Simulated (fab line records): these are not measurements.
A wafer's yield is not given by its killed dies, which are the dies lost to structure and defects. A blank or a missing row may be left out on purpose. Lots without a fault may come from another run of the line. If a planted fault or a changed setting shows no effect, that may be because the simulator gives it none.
A struck lot beside a sound one || flow n5Finfet || 36 steps out of a route of 1938
Sound: these wafers, L356.1, L356.2, L356.6. Wafers L369.3, L369.4, L369.5 were the ones struck. The cause comes at the end.
For every step that has rows: the tool of each side, followed by ch and its chambers, followed by its first start. Under that, the readings that differ: sound wafers || struck wafers || difference of the means || sigmas: that difference in standard deviations of wafers without a fault.
alike: readings with means less than 2 such deviations apart, plus words and numbers identical on both sides. not compared: withheld readings, readings lacking a value on some wafer, bounds such as >300 that could conceal the same value, and numbers that have no deviation in the record and whose values overlap.
Wherever a step has rows on one side only, a row that says differs or no value, or a row with sigmas, the two part there. Non-overlapping numbers with no deviation appear without sigmas and do not part them. Lack of a reading on every wafer of one side parts them only where that side has two or more wafers.

first, 9 steps without rows for these wafers: N5_PMOS_HMC_CHANNEL_EPI_COAT_03 (resist thk 205 nm); N5_PMOS_HMC_CHANNEL_EPI_EBR_05; N5_PMOS_HMC_CHANNEL_EPI_SOFTBAKE_04 (time 60 s); N5_PMOS_HMC_CHANNEL_EPI_EXPOSE_06 (exposes mask PMOS HMC BLK, target cd 240 nm); N5_PMOS_HMC_CHANNEL_EPI_PEB_07 (peb time 60 s); N5_PMOS_HMC_CHANNEL_EPI_DEVELOP_08 (develop time 30 s); N5_PMOS_HMC_CHANNEL_EPI_DESCUM_14 (chemistry O2, time 7.9 s); N5_PMOS_HMC_CHANNEL_EPI_ETCH_32 (etches BARC in N2/H2, stops on SiO2, target depth 85.8 nm, time 50.3 s); N5_PMOS_HMC_CHANNEL_EPI_HM_OPEN_15 (chemistry CHF3/O2, target SiO2, target depth 40.6 nm, time 20.3 s).
N5_PMOS_HMC_CHANNEL_EPI_STRIP_33: strips in N2/H2.
  sound on rieDiel-04 ch 0,3, day 2 11:17; struck on rieDiel-04 ch 0,1,3, day 5 17:17
  alike: biasPowerW, drypumpMotorCurrentA, n2FlowSccm, oesProductAu, rfVppV, showerheadPlenumPTorr, throttleValvePct
  not compared: rfHoursCounterH
then, 25 steps without rows for these wafers: N5_PMOS_HMC_CHANNEL_EPI_STRIP_17 (strips in SPM, time 750 s); N5_PMOS_HMC_CHANNEL_EPI_ETCH_38 (etches SiO2 in CF4, target depth 1.5 nm); N5_PMOS_HMC_CHANNEL_EPI_FIN_RECESS_16 (chemistry HBr/Cl2, target Si, target depth 54 nm, time 18 s); N5_PMOS_HMC_CHANNEL_EPI_PRECLEAN_36 (cleans in O3/DIW, time 45 s); N5_PMOS_HMC_CHANNEL_EPI_PRECLEAN_18 (cleans in DHF, time 30 s); N5_PMOS_HMC_CHANNEL_EPI_SRD_19 (time 30 s); N5_PMOS_HMC_CHANNEL_EPI_EPI_20 (deposits SiGe30, target thk 59 nm); N5_PMOS_HMC_CHANNEL_EPI_HM_STRIP_35 (strips SiO2 in dHF, material SiO2, target depth 39.6 nm, time 216 s); N5_PMOS_HMC_CHANNEL_EPI_SRD_39 (time 30 s); N5_PMOS_HMC_CHANNEL_EPI_CMP_21 (polishes SiGe30, target thk 54 nm); N5_PMOS_HMC_CHANNEL_EPI_PRECLEAN_40 (cleans in DHF, time 30 s); N5_PMOS_HMC_CHANNEL_EPI_PRECLEAN_37 (cleans in O3/DIW, time 45 s); N5_PMOS_HMC_CHANNEL_EPI_PRECLEAN_24 (cleans in DHF, time 30 s); N5_PMOS_HMC_CHANNEL_EPI_SRD_25 (time 30 s); N5_PMOS_HMC_CHANNEL_EPI_EPI_26 (deposits Si from SiH4/H2, target thk 3.8 nm, time 22.7 s); N5_FIN_SAQP_PRECLEAN_42 (cleans in O3/DIW, time 60 s); N5_FIN_SAQP_PRECLEAN_00 (cleans in SC1, time 60 s); N5_FIN_SAQP_PRECLEAN_44 (cleans in SC2, time 45 s); N5_FIN_SAQP_SRD_01 (time 30 s); N5_FIN_SAQP_ALD_61 (deposits SiO2, target thk 4 nm, pulse time 1 s, purge time 2 s); N5_FIN_SAQP_DENSIFY_62 (time 60 s); N5_FIN_SAQP_HM_DEP_03 (deposits SiNx from SiH4/NH3/N2, target thk 38 nm, time 33.6 s); N5_FIN_SAQP_PECVD_47 (deposits a-Si from SiH4/He, target thk 45 nm, time 36.3 s); N5_FIN_SAQP_PECVD_48 (deposits SiNx from SiH4/NH3/N2, target thk 25 nm, time 22.1 s); N5_FIN_SAQP_PECVD_06 (deposits a-Si from SiH4/He, target thk 60 nm, time 48.1 s).
-- here the record skips 13 days between the struck wafers' starts before and after, leaving off in module FIN_SAQP and picking up in module PASSIVATION (first step shown: number 1936 of the route) --
N5_PASSIVATION_PROBE_49:
  record: rows for the struck wafers here (prober-01, day 18 14:07), none for the sound ones

== WHERE THEY PART ==
Only at N5_PASSIVATION_PROBE_49, within this record.

WHY: the cause the simulator had injected
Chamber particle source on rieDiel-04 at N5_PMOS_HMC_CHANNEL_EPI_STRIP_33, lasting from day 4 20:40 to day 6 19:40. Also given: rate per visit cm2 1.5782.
